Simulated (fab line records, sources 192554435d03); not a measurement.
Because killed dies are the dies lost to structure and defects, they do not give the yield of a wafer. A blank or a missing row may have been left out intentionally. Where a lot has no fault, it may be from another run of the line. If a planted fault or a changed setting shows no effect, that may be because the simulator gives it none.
8D (eight disciplines) problem report, filled in by code || flow n5 finfet || the parts of the form that need people (team, actions taken, sign-off) are left out

## 1. WHAT IS WRONG
At N5_BEOL_M8_CMP_52, time to endpoint s averages 94 s over 3 wafers from 2 lots, while fault-free wafers read 63 s, standard deviation 3.7. That is +8.3 standard deviations from the usual mean.
The step: polishes, stops on SiCOH lowk, t overpolish 6.9 s, target thk 80 nm.
First seen on wafer L119.1, day 12 22:26, on cmp-04. Wafers with a number at this step in the record: 30, from 10 lots. Rule for "out" (also "out of limits"): further than 4 standard deviations from the usual mean. All remaining wafers that have a number are taken as sound.

## 2. WHAT THIS IS AND IS NOT
{"question": "which readings at this step", "is": "time to endpoint s", "is not": "motor current A"}
{"question": "which lots", "is": "L119, L123", "is not": "L107, L109, L110, L114, L116, L118, L121, L130"}
{"question": "which wafers of those lots", "is": "L119.1, L119.3, L123.4", "is not": "L119.4, L123.3, L123.6"}
{"question": "read on which tools", "is": "cmp-03, cmp-04", "is not": "-"}
{"question": "when", "is": "from day 12 22:26", "is not": "up to then (22 sound wafers); but 5 sound wafers of L123, L130 came after"}

## 3. THE SUSPECTS, EACH WITH WHAT RULES IT OUT
Counting: a tool at a process step up to the reading stays a suspect if it ran every lot that is out. Sound lots after the first of them don't rule it out here, since some wafers of a struck lot are sound.
- pvd sputter-03 at N5_BEOL_M8_SPUTTER_48 (material Cu, target thk 10 nm, time 1.667 s): kept. It processed each lot that is out (first: L119, day 12 21:53); up to then, its last sound lot is L121 (day 12 19:48).
- ecd cu-02 at N5_BEOL_M8_ECD_50 (material Cu, target thk 300 nm): kept. It processed each lot that is out (first: L119, day 12 22:00); up to then, its last sound lot is L121 (day 12 19:55).
Remaining after the count are pvd sputter-03 at N5_BEOL_M8_SPUTTER_48 and ecd cu-02 at N5_BEOL_M8_ECD_50.

## 4. THE CAUSE (what the simulator had put in)
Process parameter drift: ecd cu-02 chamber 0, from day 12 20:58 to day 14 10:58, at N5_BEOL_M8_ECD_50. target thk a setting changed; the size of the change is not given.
Counting leaves 2 suspects; this tool is one of them.

## 5. THE CHAIN OF EFFECTS, in route order
One row per reading whose mean, taken over the struck wafers that have a number, lies over 3 standard deviations from the usual. Only readings whose record carries a usual standard deviation are examined. hours: median over the lots of the time between each lot's start at the first step of this table that gives one and its start at this step. sigmas: the change, counted in usual standard deviations.
{"hours": 0, "step": "N5_BEOL_M8_CMP_52", "reading": "time to endpoint s", "usual": "63 s", "on struck wafers": 94, "change": "+31", "sigmas": "+8.3"}
Its process steps:
- N5_BEOL_M8_CMP_52: polishes, stops on SiCOH lowk, t overpolish 6.9 s, target thk 80 nm.

## 6. HOW IT WOULD HAVE BEEN CAUGHT EARLIER
In this record the first reading out of limits was taken at day 12 22:26, 1 hour after the fault began at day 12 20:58.
Among the 2 lots that are out, L123 began N5_BEOL_M8_ECD_50 on ecd cu-02 after day 12 22:26. A hold on the tool at that time would have spared it.
